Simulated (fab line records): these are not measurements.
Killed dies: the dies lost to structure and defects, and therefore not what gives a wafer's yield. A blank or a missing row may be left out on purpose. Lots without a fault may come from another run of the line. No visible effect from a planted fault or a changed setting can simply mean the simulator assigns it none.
Which of the tools did it?    flow n5 finfet    Sampling: 11 lots, 31 wafers, 5 of 1938 route steps

== WHAT EACH GAUGE READ, for each wafer ==
N5_BEOL_M14_THK_MEAS_50: measures by xrf. Usual: for M14_THK the level is 555 nm and the standard deviation is 16.
lot   measured      on             M14_THK (nm)  flag
L882  day 11 11:24  film metro-02  550 527 550   
L881  day 11 13:26  film metro-02  564 570 535   
L884  day 12 02:47  film metro-01  542 543 553   
L885  day 12 03:36  film metro-02  564 559 556   
L886  day 13 09:59  film metro-02  541 540 579   
L889  day 14 00:54  film metro-01  539 565 521   
L891  day 14 11:55  film metro-01  578 571 566   
L896  day 15 14:52  film metro-02  572 574       
L898  day 16 15:10  film metro-02  557 562       
L902  day 17 22:18  film metro-01  562 554 562   
L903  day 18 00:29  film metro-01  571 564 550   

N5_BEOL_M14_RS_MEAS_54: the measuring method here is four-point-probe. Usual: for M14_RS the level is 0.0332 ohm/sq and the standard deviation is 0.00098.
lot   measured      on             M14_RS (ohm/sq)       flag
L882  day 11 11:32  film metro-02  0.0334 0.0353 0.0337  
L881  day 11 13:35  film metro-02  0.0327 0.0323 0.0346  
L884  day 12 02:55  film metro-02  0.0337 0.0338 0.0328  
L885  day 12 03:44  film metro-01  0.0327 0.0329 0.0330  
L886  day 13 10:07  film metro-01  0.0342 0.0342 0.0319  
L889  day 14 01:02  film metro-02  0.0338 0.0324 0.0352  
L891  day 14 12:03  film metro-01  0.0321 0.0326 0.0329  
L896  day 15 14:59  film metro-02  0.0325 0.0325         
L898  day 16 15:19  film metro-02  0.0331 0.0329         
L902  day 17 22:26  film metro-01  0.0328 0.0333 0.0326  
L903  day 18 00:38  film metro-01  0.0321 0.0325 0.0333  

N5_BEOL_M15_CD_MEAS_10: the cd target is 360 nm. Usual: cd nm reads 360.0 nm (standard deviation 1.4).
lot   measured      on         cd nm (nm)         flag
L882  day 11 12:08  cd sem-02  357.9 359.4 359.3  
L881  day 11 14:20  cd sem-01  358.5 358.6 358.9  
L884  day 12 03:32  cd sem-02  359.6 361.0 360.9  
L885  day 12 04:29  cd sem-01  361.6 360.3 360.0  
L886  day 13 10:52  cd sem-01  358.6 360.8 359.0  
L889  day 14 01:39  cd sem-03  364.3 360.3 362.1  
L891  day 14 12:41  cd sem-01  366.2 358.1 365.8  
L896  day 15 15:36  cd sem-02  367.2 359.7        
L898  day 16 15:56  cd sem-03  361.0 361.3        
L902  day 17 23:17  cd sem-01  360.8 361.4 361.8  
L903  day 18 01:22  cd sem-01  363.8 358.8 359.7  

== WHICH TOOL RAN EACH LOT (tool, then ch and the chambers of the sampled wafers, then the start) ==
lot   N5_BEOL_M14_STRIP_37                N5_BEOL_M15_EXPOSE_07
L882  rie diel-05 ch 1,2,3, day 11 09:47  krf scanner-02 ch 0, day 11 11:59
L881  rie diel-05 ch 0,2,3, day 11 11:20  krf scanner-01 ch 0, day 11 14:10
L884  rie diel-05 ch 1,3, day 12 00:50    krf scanner-02 ch 0, day 12 03:22
L885  rie diel-06 ch 0,2, day 12 02:04    krf scanner-01 ch 0, day 12 04:19
L886  rie diel-06 ch 2,3, day 13 08:17    krf scanner-01 ch 0, day 13 10:42
L889  rie diel-06 ch 1,2,3, day 13 22:29  krf scanner-02 ch 0, day 14 01:29
L891  rie diel-05 ch 0,1,3, day 14 10:28  krf scanner-02 ch 0, day 14 12:31
L896  rie diel-02 ch 2,3, day 15 13:02    krf scanner-02 ch 0, day 15 15:26
L898  rie diel-02 ch 2,3, day 16 13:06    krf scanner-01 ch 0, day 16 15:46
L902  rie diel-05 ch 2,3, day 17 20:16    krf scanner-01 ch 0, day 17 23:07
L903  rie diel-02 ch 0,3, day 17 21:50    krf scanner-01 ch 0, day 18 01:13
- N5_BEOL_M14_STRIP_37: strips in O2.
- N5_BEOL_M15_EXPOSE_07: exposes mask V14.

== AS READ BY THE TOOLS THEMSELVES (means over the sampled wafers that have a number; for cases with no such wafer, the mark the record gives instead) ==
N5_BEOL_M14_STRIP_37. Usual: drypump motor current A 5.8 A, standard deviation 0.57; oes product au 0.80 a.u., standard deviation 0.079; rf vpp V 3.6 V, standard deviation 0.91; showerhead plenum p Torr 2.06 Torr, standard deviation 0.068; throttle valve pct 16.61 %, standard deviation 0.23.
lot   tool         drypump motor current A (A)  oes product au (a.u.)  rf vpp V (V)  showerhead plenum p Torr (Torr)  throttle valve pct (%)  flag
L882  rie diel-05  6.0                          0.79                   3.5           2.06                             16.60                   
L881  rie diel-05  5.8                          0.75                   3.7           2.04                             16.58                   
L884  rie diel-05  5.9                          0.85                   3.7           2.04                             16.46                   
L885  rie diel-06  5.3                          0.74                   4.4           2.00                             16.99                   
L886  rie diel-06  6.4                          0.75                   2.9           2.12                             16.84                   
L889  rie diel-06  6.2                          0.80                   3.5           2.14                             16.67                   
L891  rie diel-05  5.7                          0.79                   3.7           2.02                             16.47                   
L896  rie diel-02  6.1                          0.81                   3.9           2.04                             16.63                   
L898  rie diel-02  6.2                          0.79                   3.6           2.03                             16.68                   
L902  rie diel-05  5.5                          0.81                   3.4           2.04                             16.42                   
L903  rie diel-02  5.7                          0.83                   4.5           2.04                             16.59                   

== THE ANSWER, worked out from the rows above alone ==
Rule: a lot counts as off when the mean over its wafers that have a number is more than 3 standard deviations away from the usual mean. Also off: a lot with no number at a reading for which 4 or more lots have one. All remaining lots with rows at the step are treated as sound. After the gauges, taken in route order, come the tools' own readings; for these a lot's mean is taken, as printed above. At the first step where some lot is off, the reading lying furthest off is the one used; lots without a number count as furthest.
Across all readings shown, no lot is off: no conclusion can be drawn from this.

== WHAT THE SIMULATOR PUT IN ==
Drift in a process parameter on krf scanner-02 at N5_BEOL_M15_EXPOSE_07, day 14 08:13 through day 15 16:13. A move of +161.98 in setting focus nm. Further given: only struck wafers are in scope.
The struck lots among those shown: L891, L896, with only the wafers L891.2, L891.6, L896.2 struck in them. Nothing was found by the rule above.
